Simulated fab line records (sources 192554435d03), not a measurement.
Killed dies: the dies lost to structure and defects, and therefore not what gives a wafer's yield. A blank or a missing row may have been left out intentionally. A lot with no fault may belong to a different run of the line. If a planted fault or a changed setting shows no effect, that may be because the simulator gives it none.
One fault through the eyes of 2 desks	flow n5_finfet	each desk has only its own numbers; what lay behind them comes last

== AT THE METROLOGY DESK ==
Means of the sampled wafers that have a number, per lot and without regard to the tool the lot ran on: this is what the gauges read. The brackets show how far a lot's mean lies from the usual mean; more than 4 standard deviations puts the lot out of limits, marked OUT.
Columns: A = cd_nm at N5_BEOL_M12_CD_MEAS_28, usual 160.0 nm
lot	first seen here	A
L935	day 10 06:05	157.8
L936	day 10 16:04	158.8
L937	day 11 01:12	159.6
L938	day 11 05:54	159.4
L939	day 11 20:49	159.2
L941	day 12 08:59	158.0
L942	day 12 13:44	158.8
L943	day 13 02:14	160.9
L953	day 15 14:59	159.3
L956	day 15 18:24	163.8
L954	day 16 01:47	163.1
Finding of this desk: none of the 11 lots has anything out of limits.

== TOOL OWNER'S DESK, rie_diel-01 ==
The tool's own readings at N5_BEOL_M12_ETCH_67 (etches SiARC in CF4, target depth 143 nm, time 238.3 s): means of the sampled wafers that have a number, for each lot that ran on this tool. The brackets show how far a lot's mean lies from the usual mean; more than 4 standard deviations puts the lot out of limits, marked OUT. Of its 8 readings 7 are shown: the one that was out of limits first, and those that lie furthest out on some lot.
Columns: A = chamber_pressure_mTorr at N5_BEOL_M12_ETCH_67, usual 40.00 mTorr; B = etch_rf_on_time_s at N5_BEOL_M12_ETCH_67, usual 239 s; C = mfc_ar_sccm at N5_BEOL_M12_ETCH_67, usual 100.02 sccm; D = oes_product_au at N5_BEOL_M12_ETCH_67, usual 0.69 a.u.; E = rf_vpp_V at N5_BEOL_M12_ETCH_67, usual 184.2 V; F = showerhead_plenum_p_Torr at N5_BEOL_M12_ETCH_67, usual 2.15 Torr; G = throttle_valve_pct at N5_BEOL_M12_ETCH_67, usual 15.44 %
lot	first seen here	A	B	C	D	E	F	G
L935	day 10 06:12	40.05	241	100.37	0.67	184.1	2.18	15.29
L936	day 10 16:11	40.00	233	99.86	0.67	184.4	2.18	15.43
L938	day 11 06:05	39.96	241	100.03	0.69	184.6	2.19	15.42
L939	day 11 20:56	40.03	239	100.11	0.68	184.7	2.19	15.42
L942	day 12 13:51	39.97	238	100.00	0.66	184.8	2.19	15.59
L953	day 15 15:26	40.02	263	100.28	0.62	190.8 (+7.0) OUT	2.16	15.52
This desk's finding: out of limits on L953; first on L953, day 15 15:26 (rf_vpp_V at N5_BEOL_M12_ETCH_67). In limits: L935, L936, L938, L939, L942.

== PUT TOGETHER ==
On L953, at day 15 15:26, an alarm was possible from the tool owner's desk.
At the metrology desk, nothing out of limits was observed.
The metrology desk holds a record of L953, inside its limits.
All the named lots went through N5_BEOL_M12_ETCH_67 on rie_diel-01.

== WHAT HAD BEEN PUT IN BY THE SIMULATOR ==
rie_diel-01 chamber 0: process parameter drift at N5_BEOL_M12_ETCH_67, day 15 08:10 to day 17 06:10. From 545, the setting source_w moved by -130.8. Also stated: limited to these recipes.
Lots struck among those shown: L953.
Each desk's first reading out of limits, in hours after the fault started: the tool owner's desk, 7.
